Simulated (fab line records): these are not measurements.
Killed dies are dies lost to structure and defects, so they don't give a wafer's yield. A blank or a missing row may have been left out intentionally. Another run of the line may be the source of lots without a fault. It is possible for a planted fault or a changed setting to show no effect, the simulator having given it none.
fab line records | flow n5-finfet
record lots=5 | wafers=13 | last-day=18
route steps=1938 shown WELL_APT@46 PMOS_HMC_CHANNEL_EPI@57 BEOL_M4@1111
lots with no fault: from the same line, run without faults
start-h: start of the lot's first displayed wafer, in hours after the record's first day | wait-h: hours elapsed since this lot's preceding step | " the same as in the row above | L1.1+2: one row covering several wafers at once | - either no value or no given start | * or withheld: withheld | < > ~ a bound
route shown NAME@n: NAME is a module with steps in the file, n the number in the route of the first one | usual: mean and standard deviation over wafers with no fault | same: alike in all rows | chamber/n: place in a boat | sites: readings site by site | _std_site: standard deviation of those values | _edge_site: mean of outer sites minus mean of inner sites | radius-mm: for every site, how far away it sits from the centre of the wafer | mask NAME#n: copy n | behind: the last tool/chamber to shape the wafer | hold: why the lot was held/for how many hours/how that ended | device: names the non-switching transistor (n, p or np) | end of line: the route-end tests of the same wafers | a step with no rows: only its recipe | killed: at the first sort, the dies lost to defects and structure; wafer yield is something else | map: a wafer's dies, x killed, . not, _ none there
set.NAME: the setting that was run; set.NAME@STEP: the one run at that earlier step | model.NAME: the simulator's own value behind a step, which no gauge read
lots at some steps of the route; a table a step, a row a wafer
services: from which hour (start-h, from the record's first day; less than 0 if before it) a tool's chamber was out of use, for how many hours, and why
## steps
# step N5_WELL_APT_DESCUM_30
# recipe chemistry=O2 | time-s=7.9 | source-power-w=50 | bias-power-w=20 | pressure-mtorr=20 | rf-frequency-hz=2.712e+07 | temp-c=40 | o2-flow-sccm=225
# step N5_WELL_APT_IMPLANT_31
# recipe species=B | energy-kev=60 | dose-cm2=1.5e+13 | tilt-deg=0 | rotation-deg=0
# step N5_WELL_APT_IMPLANT_32
# recipe species=BF2 | energy-kev=50 | dose-cm2=2e+13 | tilt-deg=0 | rotation-deg=0
# step N5_WELL_APT_STRIP_33
# recipe chemistry=SPM | time-s=900 | temp-c=130 | h2so4-h2o2-vol-ratio=4 | dry=ipa-marangoni
# step N5_WELL_APT_RTA_34
# recipe temp-c=1000 | time-s=10 | ambient=N2 | idle-temp-c=600 | ramp-up-c-per-s=150 | ramp-down-c-per-s=60 | cool-to-c=600
# step N5_WELL_APT_OXIDE_STRIP_42
# recipe chemistry=dHF | dilution=25:1 | time-s=45 | temp-c=25 | target=SiO2 | target-depth-a=120
# step N5_WELL_APT_PRECLEAN_36
# recipe chemistry=O3/DIW | time-s=45 | temp-c=22 | o3-ppm=10
# step N5_WELL_APT_PRECLEAN_39
# recipe chemistry=dHF | time-s=60 | dilution=150:1 | temp-c=25
# step N5_WELL_APT_SRD_37
# recipe dry=ipa-marangoni | do-ppb=5 | time-s=30 | temp-c=23 | rinse-liquid=diw
# step N5_WELL_APT_EPI_41
# recipe material=Si | target-thk-a=500 | temp-c=650 | precursor=SiH4/H2 | pressure-torr=20 | time-s=297.7
# step N5_PMOS_HMC_CHANNEL_EPI_HM_DEP_34
# recipe material=SiO2 | target-thk-a=360 | temp-c=400 | precursor=TEOS/O2 | pressure-torr=6.5 | rf-w=900 | teos-flow-sccm=161.4 | gas=O2 | flow-sccm=2650 | time-s=6.9
# usual heater-power-w=478/81 | showerhead-plenum-p-Torr=8.349/0.025 | throttle-valve-pct=19.0/1.5
lot.wafer | tool     | chamber | start-h | wait-h | heater-power-w | showerhead-plenum-p-Torr | throttle-valve-pct | model.SiO2_of_PMOS_HMC_CHANNEL_EPI_HM_DEP_34.thk-nm
L151.4    | pecvd-01 | 0       | 17.54   | 0.0    | 353            | 8.321                    | 17.6               | 36.04
L151.5    | "        | 1       | "       | "      | 512            | 8.356                    | 19.9               | 36.21
L151.6    | "        | 2       | "       | "      | 449            | 8.341                    | 19.3               | 36.91
L157.3    | pecvd-01 | 2       | 53.54   | 0.0    | 342            | 8.344                    | 18.9               | 35.89
L157.4    | "        | 2       | "       | "      | 334            | 8.360                    | 19.4               | 36.22
L157.5    | "        | 0       | "       | "      | 451            | 8.351                    | 17.9               | 36.21
L166.3    | pecvd-01 | 2       | 107.81  | 0.0    | 330            | 8.333                    | 19.4               | 36.79
L166.4    | "        | 2       | "       | "      | 327            | 8.352                    | 19.6               | 36.57
L166.6    | "        | 1       | "       | "      | 494            | 8.323                    | 20.2               | 14.72
L168.1    | pecvd-01 | 1       | 119.05  | 0.0    | 390            | 8.332                    | 20.0               | 35.88
L168.6    | "        | 2       | "       | "      | 349            | 8.336                    | 19.4               | 13.68
L169.2    | pecvd-01 | 2       | 124.99  | 0.0    | 446            | 8.337                    | 19.4               | 13.37
L169.6    | "        | 2       | "       | "      | 446            | 8.343                    | 19.5               | 13.97
# step N5_PMOS_HMC_CHANNEL_EPI_COAT_31
# recipe resist=BARC | temp-c=205 | time-s=60 | spin-rpm=1500 | resist-thk-nm=66
# step N5_PMOS_HMC_CHANNEL_EPI_COAT_03
# recipe resist=CAR-ArF-block | spin-rpm=1500 | resist-thk-nm=205
# step N5_PMOS_HMC_CHANNEL_EPI_EBR_05
# recipe solvent=PGMEA | ebr-width-mm=1.5
# step N5_PMOS_HMC_CHANNEL_EPI_SOFTBAKE_04
# recipe temp-c=110 | time-s=60 | resist=CAR-ArF-block
# step N5_PMOS_HMC_CHANNEL_EPI_EXPOSE_06
# recipe mask-id=PMOS_HMC_BLK | na=1.35 | source-shape=conventional | sigma-outer=0.8 | polarization=unpolarized | target-cd-nm=240 | dose-mj=41
# step N5_PMOS_HMC_CHANNEL_EPI_PEB_07
# recipe peb-temp-c=110 | peb-time-s=60 | resist=CAR-ArF-block
# step N5_PMOS_HMC_CHANNEL_EPI_DEVELOP_08
# recipe develop-time-s=30 | developer=TMAH | resist=CAR-ArF-block | dev-temp-c=23 | rinse-liquid=diw | dry=air-spin
# step N5_PMOS_HMC_CHANNEL_EPI_DESCUM_14
# recipe chemistry=O2 | time-s=7.9 | source-power-w=50 | bias-power-w=20 | pressure-mtorr=20 | rf-frequency-hz=2.712e+07 | temp-c=40 | resist=CAR-ArF-block | o2-flow-sccm=225
# step N5_PMOS_HMC_CHANNEL_EPI_ETCH_32
# recipe chemistry=N2/H2 | target=BARC | stop-on=SiO2 | target-depth-a=858 | over-etch-frac=0.3 | time-s=50.3 | ion-energy-ev=200 | mask-material=CAR-ArF-block | pressure-mtorr=30 | source-w=840 | bias-w=150 | n2-flow-sccm=200 | h2-flow-sccm=200
# step N5_PMOS_HMC_CHANNEL_EPI_HM_OPEN_15
# recipe chemistry=CHF3/O2 | target=SiO2 | mask-material=CAR-ArF-block | target-depth-a=406 | CHF3_flow_sccm=50 | O2_flow_sccm=5 | Ar_flow_sccm=200 | time-s=20.3 | pressure-mtorr=30 | source-w=650 | bias-w=170 | ion-energy-ev=200
# step N5_PMOS_HMC_CHANNEL_EPI_STRIP_33
# recipe chemistry=N2/H2 | power-w=500 | temp-c=40 | pressure-mtorr=50 | rf-frequency-hz=6e+07 | overash-fraction=0.3 | bias-power-w=8 | h2-frac=0.5 | n2-flow-sccm=300 | h2-flow-sccm=300
# step N5_PMOS_HMC_CHANNEL_EPI_STRIP_17
# recipe chemistry=SPM | time-s=750 | temp-c=130 | h2so4-h2o2-vol-ratio=4 | dry=ipa-marangoni
# step N5_PMOS_HMC_CHANNEL_EPI_ETCH_38
# recipe chemistry=CF4 | target=SiO2 | target-depth-a=15 | ion-energy-ev=350 | pressure-mtorr=10 | icp-w=800 | bias-w=400 | cf4-flow-sccm=80
# step N5_PMOS_HMC_CHANNEL_EPI_FIN_RECESS_16
# recipe chemistry=HBr/Cl2 | target=Si | mask-material=SiO2 | target-depth-a=540 | time-s=18 | pressure-mtorr=10 | icp-w=800 | bias-w=75 | HBr_flow_sccm=150 | Cl2_flow_sccm=80
# step N5_PMOS_HMC_CHANNEL_EPI_PRECLEAN_36
# recipe chemistry=O3/DIW | time-s=45 | temp-c=22 | o3-ppm=10
# step N5_PMOS_HMC_CHANNEL_EPI_PRECLEAN_18
# recipe chemistry=DHF | time-s=30 | temp-c=25 | dilution=withheld
# usual temp-c=25.00/0.11
lot.wafer | tool         | chamber | start-h | wait-h | temp-c | model.SiO2_of_PMOS_HMC_CHANNEL_EPI_HM_DEP_34.thk-nm
L151.4    | wet-bench-02 | 4       | 18.67   | 0.0    | 25.15  | 24.68
L151.5    | "            | 2       | "       | "      | 25.22  | 24.99
L151.6    | "            | 7       | "       | "      | 25.05  | 25.53
L157.3    | wet-bench-03 | 4       | 54.53   | 0.0    | 25.00  | 24.63
L157.4    | "            | 7       | "       | "      | 25.05  | 24.92
L157.5    | "            | 3       | "       | "      | 24.99  | 25
L166.3    | wet-bench-04 | 7       | 108.87  | 0.0    | 24.65  | 25.57
L166.4    | "            | 2       | "       | "      | 25.03  | 25.22
L166.6    | "            | 3       | "       | "      | 25.06  | 3.664
L168.1    | wet-bench-04 | 2       | 119.98  | 0.0    | 25.14  | 24.46
L168.6    | "            | 4       | "       | "      | 25.10  | 3.191
L169.2    | wet-bench-04 | 2       | 125.93  | 0.0    | 24.94  | 3.143
L169.6    | "            | 7       | "       | "      | 25.06  | 3.338
# step N5_PMOS_HMC_CHANNEL_EPI_SRD_19
# recipe dry=ipa-marangoni | do-ppb=5 | time-s=30 | temp-c=23 | rinse-liquid=diw
# step N5_BEOL_M4_RC_MEAS_101
# usual DIBL_N=35.9/1.3 | DIBL_P=35.9/1.5 | IOFF_N=0.152/0.023 | IOFF_P=0.204/0.027 | ION_N=673/9.2 | ION_P=462/6.7 | SS_N=71.4/0.48 | SS_P=73.2/0.55 | VT_N=250.3/2.6 | VT_P=-250.6/3
lot.wafer | tool      | chamber | start-h | wait-h | DIBL_N[mV/V] | DIBL_P[mV/V] | IOFF_N[nA/um] | IOFF_P[nA/um] | ION_N[uA/um] | ION_P[uA/um] | SS_N[mV/dec] | SS_P[mV/dec] | VT_N[mV] | VT_P[mV]
L151.4    | prober-02 | 0       | 181.34  | 0.5    | 34.9         | 35.1         | 0.116         | 0.169         | 656          | 455          | 70.1         | 72.4         | 253.4    | -252.1
L151.5    | "         | 0       | "       | "      | 36.0         | 36.2         | 0.135         | 0.179         | 673          | 461          | 70.7         | 72.5         | 250.4    | -250.8
L151.6    | "         | 0       | "       | "      | 35.3         | 35.1         | 0.119         | 0.165         | 660          | 456          | 70.4         | 72.5         | 255.4    | -254.3
L157.3    | prober-02 | 0       | 231.18  | 0.3    | 35.4         | 34.6         | 0.131         | 0.205         | 656          | 458          | 71.9         | 73.1         | 250.6    | -250.5
L157.4    | "         | 0       | "       | "      | 37.0         | 36.0         | 0.162         | 0.232         | 660          | 457          | 71.7         | 73.6         | 250.2    | -247.1
L157.5    | "         | 0       | "       | "      | 37.2         | 36.7         | 0.159         | 0.238         | 677          | 466          | 71.5         | 73.3         | 252.4    | -249.9
L166.3    | prober-02 | 0       | 278.40  | 0.3    | 36.0         | 33.2         | 0.112         | 0.145         | 662          | 450          | 71.1         | 72.5         | 253.4    | -256.7
L166.4    | "         | 0       | "       | "      | 37.0         | 34.8         | 0.124         | 0.166         | 653          | 452          | 71.4         | 73.6         | 254.0    | -252.9
L166.6    | "         | 0       | "       | "      | 38.0         | 35.9         | 0.144         | 0.185         | 665          | 457          | 71.1         | 72.6         | 250.3    | -252.9
L169.2    | prober-02 | 0       | 302.38  | 0.2    | 35.0         | 37.0         | 0.149         | 0.214         | 677          | 462          | 71.4         | 72.4         | 249.3    | -249.2
L169.6    | "         | 0       | "       | "      | 35.0         | 36.6         | 0.145         | 0.206         | 670          | 468          | 72.1         | 73.3         | 251.0    | -251.0
L168.1    | prober-01 | 0       | 302.47  | 0.0    | 35.7         | 35.4         | 0.126         | 0.161         | 666          | 450          | 71.0         | 73.3         | 252.6    | -252.7
L168.6    | "         | 0       | "       | "      | 36.9         | 37.2         | 0.146         | 0.183         | 674          | 461          | 71.3         | 72.9         | 247.5    | -251.7
## services
tool         | chamber | start-h | hours | kind
wet-bench-03 | -       | -6.38   | 2.6   | repair
wet-bench-04 | -       | 12.47   | 1.6   | repair
pecvd-01     | 0       | 28.63   | 5.5   | scheduled-down
pecvd-01     | 1       | 71.07   | 2.1   | scheduled-down
wet-bench-02 | -       | 93.98   | 1.9   | pm
wet-bench-04 | -       | 95.33   | 4.9   | repair
## key
first-sign none at tools or gauges
model-effect step=N5_PMOS_HMC_CHANNEL_EPI_HM_DEP_34 | value=SiO2_of_PMOS_HMC_CHANNEL_EPI_HM_DEP_34.thk-nm | without=36.47 | struck=13.94
model-effect step=N5_PMOS_HMC_CHANNEL_EPI_PRECLEAN_18 | value=SiO2_of_PMOS_HMC_CHANNEL_EPI_HM_DEP_34.thk-nm | without=25.08 | struck=3.334
met-at N5_PMOS_HMC_CHANNEL_EPI_HM_DEP_34
struck-wafers L166.6,L168.6,L169.2,L169.6
onset-between 53.54 107.81
fault kind=process-parameter-drift | tool=pecvd-01 | chamber=- | onset-h=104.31 | steps=N5_PMOS_HMC_CHANNEL_EPI_HM_DEP_34 | channel=time-s | offset=* | shape=step | end-h=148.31 | scope=struck-wafers-only | acts-in=* | stated=*
